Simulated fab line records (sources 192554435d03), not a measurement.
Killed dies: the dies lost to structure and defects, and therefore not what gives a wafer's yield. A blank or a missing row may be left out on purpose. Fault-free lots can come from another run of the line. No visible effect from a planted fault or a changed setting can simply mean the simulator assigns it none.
Split-lot experiment + flow n5_finfet + 21 wafers read from 7 lots, route of 1938 steps

ABOUT THE SPLIT
At N5_BEOL_M3_COAT_22 (resist thk 30 nm), the setting spin_rpm was moved away from the recipe's 1500 rpm on 7 of the 21 wafers read, by -3.9% to +10.9%. This setting was run at the recipe's value on the other wafers.

The split's own step is where the reading is taken.

THE READING
CAR-EUV_of_BEOL_M3_COAT_22.thk_nm (the simulator's own value, which no gauge read), in nm, at N5_BEOL_M3_COAT_22 (resist thk 30 nm). The file does not state a usual value for it. Here, 14 wafers ran the recipe; their average is 30.0 nm with a standard deviation of 0.12 nm.

| wafer  | tool, chamber at the split | spin_rpm as run, rpm | against the recipe | CAR-EUV_of_BEOL_M3_COAT_22.thk_nm, nm | against lot-mates on the recipe |
|--------|----------------------------|----------------------|--------------------|---------------------------------------|---------------------------------|
| L078.1 | litho_track-05, 0          | 1500                 | recipe             | 30                                    | -                               |
| L078.2 | litho_track-05, 0          | 1500                 | recipe             | 30.2                                  | -                               |
| L078.5 | litho_track-05, 0          | 1441                 | -3.9%              | 30.6                                  | +0.5                            |
| L083.1 | litho_track-02, 0          | 1500                 | recipe             | 30                                    | -                               |
| L083.4 | litho_track-02, 0          | 1500                 | recipe             | 30                                    | -                               |
| L083.6 | litho_track-02, 0          | 1500                 | recipe             | 30                                    | -                               |
| L084.1 | litho_track-02, 0          | 1500                 | recipe             | 30                                    | -                               |
| L084.3 | litho_track-02, 0          | 1441                 | -3.9%              | 30.8                                  | +0.8                            |
| L084.6 | litho_track-02, 0          | 1441                 | -3.9%              | 30.6                                  | +0.6                            |
| L085.4 | litho_track-02, 0          | 1500                 | recipe             | 30.2                                  | -                               |
| L085.5 | litho_track-02, 0          | 1500                 | recipe             | 30.2                                  | -                               |
| L085.6 | litho_track-02, 0          | 1447                 | -3.5%              | 30.8                                  | +0.6                            |
| L093.1 | litho_track-03, 0          | 1500                 | recipe             | 30                                    | -                               |
| L093.4 | litho_track-03, 0          | 1500                 | recipe             | 29.8                                  | -                               |
| L093.5 | litho_track-03, 0          | 1500                 | recipe             | 29.8                                  | -                               |
| L094.1 | litho_track-02, 0          | 1500                 | recipe             | 30                                    | -                               |
| L094.3 | litho_track-02, 0          | 1500                 | recipe             | 30                                    | -                               |
| L094.2 | litho_track-02, 0          | 1448                 | -3.5%              | 30.6                                  | +0.6                            |
| L097.2 | litho_track-05, 0          | 1664                 | +10.9%             | 28.4                                  | -1.6                            |
| L097.3 | litho_track-05, 0          | 1664                 | +10.9%             | 28.6                                  | -1.4                            |
| L097.4 | litho_track-05, 0          | 1500                 | recipe             | 30                                    | -                               |

THE FIT
A straight line over all 21 wafers: CAR-EUV_of_BEOL_M3_COAT_22.thk_nm changes by -0.148 nm for each +1% of spin_rpm; r = -0.98; the points scatter about the line by 0.13 nm.
The same after taking each lot's own level away (the mean of its wafers on the recipe; 21 wafers): -0.144 nm for each +1%; r = -0.99; scatter 0.087 nm.
According to that fit, moving spin_rpm by its largest amount changes the reading by 1.6 nm.
Measured against the standard deviation above, the lots' own levels, which go from 29.87 to 30.20 nm, span 2.8 times it.
The two slopes agree, so the slope changes little with the lot-to-lot level.
Check: with one of the wafers moved furthest among these (+10.9%) left out of the fit, the line predicts -1.51 nm for it against its lot-mates. It came out at -1.6 nm against them.

OTHER SPLITS APPLIED TO THESE WAFERS
Before the reading, these wafers also passed through other splits. Each is held against what the fit with the lots' levels taken away leaves over:
| other split on the same wafers  | wafers away from the commonest value | r with CAR-EUV_of_BEOL_M3_COAT_22.thk_nm (lot level and that fit taken away) |
|---------------------------------|--------------------------------------|------------------------------------------------------------------------------|
| N5_BEOL_M0_SAQP_PECVD_04 time_s | 5                                    | +0.10                                                                        |
| N5_BEOL_M0_ETCH_109 bias_w      | 7                                    | -0.28                                                                        |
| N5_BEOL_M1_EXPOSE_25 dose_mj    | 5                                    | +0.33                                                                        |
| N5_BEOL_M1_DESCUM_33 time_s     | 7                                    | +0.14                                                                        |

FILE'S OWN FIT
CAR-EUV_of_BEOL_M3_COAT_22.thk_nm changes by -0.145 nm for each +1% of spin_rpm, r = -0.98.
